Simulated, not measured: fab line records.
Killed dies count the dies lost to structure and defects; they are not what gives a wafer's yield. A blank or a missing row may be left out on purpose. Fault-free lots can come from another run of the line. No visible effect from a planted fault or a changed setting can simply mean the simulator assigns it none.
Problem report, 8D (eight disciplines) form, completed by code ; flow nandHarc ; the parts of the form that need people (team, actions taken, sign-off) are left out

## 1. THE ISSUE
rawDefectCount at NHARC_A_BLC_INSPECT_12 reads a mean of 288 on 3 wafers of 2 lots; wafers without a fault read 26 with a standard deviation of 12. Relative to the usual mean, that is a shift of +22 standard deviations.
Seen first at day 22 13:01 on defectInspect-02, wafer L137.4. The record has a number at this step for 36 wafers belonging to 12 lots. By rule, "out" or "out of limits" means more than 4 standard deviations away from the usual mean. All remaining wafers that have a number are taken as sound.

## 2. WHAT IT IS AND WHAT IT IS NOT
question;is;is not
which readings at this step;rawDefectCount;-
which lots;L137, L138;L116, L117, L118, L119, L121, L122, L125, L130, L131, L139
which wafers of those lots;L137.4, L138.3, L138.5;L137.1, L137.2, L138.6
read on which gauges;defectInspect-02;defectInspect-01
when;from day 22 13:01;"up to then (29 sound wafers); but 4 sound wafers of L138, L139 came after"

## 3. WHAT RULES OUT EACH SUSPECT
Counting: a tool at a process step up to the reading stays a suspect if it ran every lot that is out. Sound lots after the first of them don't rule it out here, since some wafers of a struck lot are sound.
- ruled out: the gauge at NHARC_A_BLC_INSPECT_12. All the wafers that are out were read on defectInspect-02, but those of them that NHARC_END_SORT_01 has rows for are out there too, on other tools.
- cmp-03 at NHARC_A_CONTACT_CMP_20 (polishes, t overpolish 30 s, target thk 300 nm): kept. Ran every lot that is out, first one L137 (day 22 11:56); last sound lot up to then L125 (day 19 14:27).
- Within cmp-03 at NHARC_A_CONTACT_CMP_20: the wafers that are out ran in chamber 1; their sound lot-mates ran in chambers 0, 2.
Left after counting: cmp-03 at NHARC_A_CONTACT_CMP_20.

## 4. THE CAUSE (what the simulator had put in)
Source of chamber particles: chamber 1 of cmp-03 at NHARC_A_CONTACT_CMP_20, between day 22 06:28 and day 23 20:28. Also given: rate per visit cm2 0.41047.
This tool alone remained once counting was done.

## 5. SEQUENCE OF EFFECTS, ordered by route
One row per reading whose mean, taken over the struck wafers that have a number, lies over 3 standard deviations from the usual. Only readings whose record carries a usual standard deviation are examined. hours: median over the lots of the time between each lot's start at the first step of this table that gives one and its start at this step. sigmas: the change, counted in usual standard deviations.
hours;step;reading;usual;on struck wafers;change;sigmas
0;NHARC_A_BLC_INSPECT_12;rawDefectCount;26;288;+262;+22
47;NHARC_END_SORT_01;killedAtArray;21;222;+201;+23
47;NHARC_END_SORT_01;killedDies;26;225;+199;+22
At these later measuring or inspecting steps, every struck wafer for which the step has a row has a number for every such reading, and none has moved that far: NHARC_A_BLC_CD_MEAS_19.

## 6. HOW IT WOULD HAVE BEEN CAUGHT EARLIER
7 hours passed between the start of the fault at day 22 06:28 and the first reading out of limits at a measuring or inspecting step in this record, taken at day 22 13:01.
Tool readings at NHARC_A_CONTACT_CMP_20 with a usual standard deviation given in the record: none out on any struck wafer, hence no alarm at a limit of 4 standard deviations on them.
Of the lots that are out (2), L138 began NHARC_A_CONTACT_CMP_20 on cmp-03 after day 22 13:01. Had the tool been put on hold then, it would have been spared.
